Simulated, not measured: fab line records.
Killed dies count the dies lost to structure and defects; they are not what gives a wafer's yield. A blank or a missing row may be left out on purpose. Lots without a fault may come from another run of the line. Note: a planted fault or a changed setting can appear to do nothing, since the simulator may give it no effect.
Chamber matching || flow n5_finfet || rie_diel-01 running N5_SD_EPI_P_ETCH_47: 4 sister chambers
The step etches SiOCN in CH3F/O2, target depth 25 nm. 14 wafers are shown with their chamber, then 7 later ones without.

== WAFERS PAIRED WITH THEIR CHAMBERS ==
{"wafer": "L074.2", "chamber": 2, "showerhead_plenum_p_Torr (Torr)": 1.96, "drypump_motor_current_A (A)": 5.2, "throttle_valve_pct (%)": 16.35}
{"wafer": "L074.3", "chamber": 0, "showerhead_plenum_p_Torr (Torr)": 2.06, "drypump_motor_current_A (A)": 6.1, "throttle_valve_pct (%)": 16.27}
{"wafer": "L074.5", "chamber": 1, "showerhead_plenum_p_Torr (Torr)": 1.97, "drypump_motor_current_A (A)": 6.4, "throttle_valve_pct (%)": 15.95}
{"wafer": "L076.1", "chamber": 2, "showerhead_plenum_p_Torr (Torr)": 1.96, "drypump_motor_current_A (A)": 5.1, "throttle_valve_pct (%)": 16.33}
{"wafer": "L076.2", "chamber": 3, "showerhead_plenum_p_Torr (Torr)": 2.03, "drypump_motor_current_A (A)": 6.0, "throttle_valve_pct (%)": 16.24}
{"wafer": "L076.5", "chamber": 3, "showerhead_plenum_p_Torr (Torr)": 2.03, "drypump_motor_current_A (A)": 6.0, "throttle_valve_pct (%)": 16.24}
{"wafer": "L081.1", "chamber": 2, "showerhead_plenum_p_Torr (Torr)": 1.96, "drypump_motor_current_A (A)": 5.1, "throttle_valve_pct (%)": 16.35}
{"wafer": "L081.3", "chamber": 3, "showerhead_plenum_p_Torr (Torr)": 2.03, "drypump_motor_current_A (A)": 6.0, "throttle_valve_pct (%)": 16.27}
{"wafer": "L081.6", "chamber": 1, "showerhead_plenum_p_Torr (Torr)": 1.97, "drypump_motor_current_A (A)": 6.3, "throttle_valve_pct (%)": 15.97}
{"wafer": "L085.1", "chamber": 2, "showerhead_plenum_p_Torr (Torr)": 1.96, "drypump_motor_current_A (A)": 5.2, "throttle_valve_pct (%)": 16.38}
{"wafer": "L085.2", "chamber": 0, "showerhead_plenum_p_Torr (Torr)": 2.06, "drypump_motor_current_A (A)": 6.0, "throttle_valve_pct (%)": 16.30}
{"wafer": "L085.3", "chamber": 1, "showerhead_plenum_p_Torr (Torr)": 1.96, "drypump_motor_current_A (A)": 6.4, "throttle_valve_pct (%)": 16.00}
{"wafer": "L087.3", "chamber": 1, "showerhead_plenum_p_Torr (Torr)": 1.96, "drypump_motor_current_A (A)": 6.3, "throttle_valve_pct (%)": 16.00}
{"wafer": "L087.4", "chamber": 2, "showerhead_plenum_p_Torr (Torr)": 1.95, "drypump_motor_current_A (A)": 5.2, "throttle_valve_pct (%)": 16.37}

SIGNATURES (averages over the wafers above)
{"reading": "showerhead_plenum_p_Torr", "chamber 0": 2.0600, "chamber 1": 1.9650, "chamber 2": 1.9580, "chamber 3": 2.0300, "scatter within a chamber": 0.00424}
{"reading": "drypump_motor_current_A", "chamber 0": 6.050, "chamber 1": 6.350, "chamber 2": 5.160, "chamber 3": 6.000, "scatter within a chamber": 0.052}
{"reading": "throttle_valve_pct", "chamber 0": 16.2850, "chamber 1": 15.9800, "chamber 2": 16.3560, "chamber 3": 16.2500, "scatter within a chamber": 0.0209}
Rule: a wafer lies at a distance from a chamber equal to the root of the sum of squares, over the readings, of (its reading less the chamber's mean, divided by the reading's scatter). If the next closest chamber is less than 2 further off than the closest, the wafer can't be placed; otherwise it belongs to the closest. The scatter: the root of (the sum of the squares of (reading less its chamber's mean) over the shown wafers, divided by (wafers less chambers)).

== WAFERS WITHOUT THEIR CHAMBER ==
{"wafer": "L087.5", "showerhead_plenum_p_Torr (Torr)": 2.02, "drypump_motor_current_A (A)": 6.0, "throttle_valve_pct (%)": 16.27}
{"wafer": "L095.1", "showerhead_plenum_p_Torr (Torr)": 1.95, "drypump_motor_current_A (A)": 5.2, "throttle_valve_pct (%)": 16.41}
{"wafer": "L095.3", "showerhead_plenum_p_Torr (Torr)": 2.02, "drypump_motor_current_A (A)": 6.0, "throttle_valve_pct (%)": 16.31}
{"wafer": "L095.6", "showerhead_plenum_p_Torr (Torr)": 2.02, "drypump_motor_current_A (A)": 6.0, "throttle_valve_pct (%)": 16.28}
{"wafer": "L097.1", "showerhead_plenum_p_Torr (Torr)": 1.95, "drypump_motor_current_A (A)": 6.3, "throttle_valve_pct (%)": 16.05}
{"wafer": "L097.4", "showerhead_plenum_p_Torr (Torr)": 2.02, "drypump_motor_current_A (A)": 6.0, "throttle_valve_pct (%)": 16.29}
{"wafer": "L097.6", "showerhead_plenum_p_Torr (Torr)": 1.95, "drypump_motor_current_A (A)": 6.3, "throttle_valve_pct (%)": 16.05}

== WHICH CHAMBER EACH ONE RAN IN ==
{"wafer": "L087.5", "from the rows above": 3, "in truth": 3}
{"wafer": "L095.1", "from the rows above": 2, "in truth": 2}
{"wafer": "L095.3", "from the rows above": 3, "in truth": 3}
{"wafer": "L095.6", "from the rows above": 3, "in truth": 3}
{"wafer": "L097.1", "from the rows above": 1, "in truth": 1}
{"wafer": "L097.4", "from the rows above": 3, "in truth": 3}
{"wafer": "L097.6", "from the rows above": 1, "in truth": 1}
Correctly placed: 7 of 7. Number that these rows cannot place: 0. 0 placed wrongly.
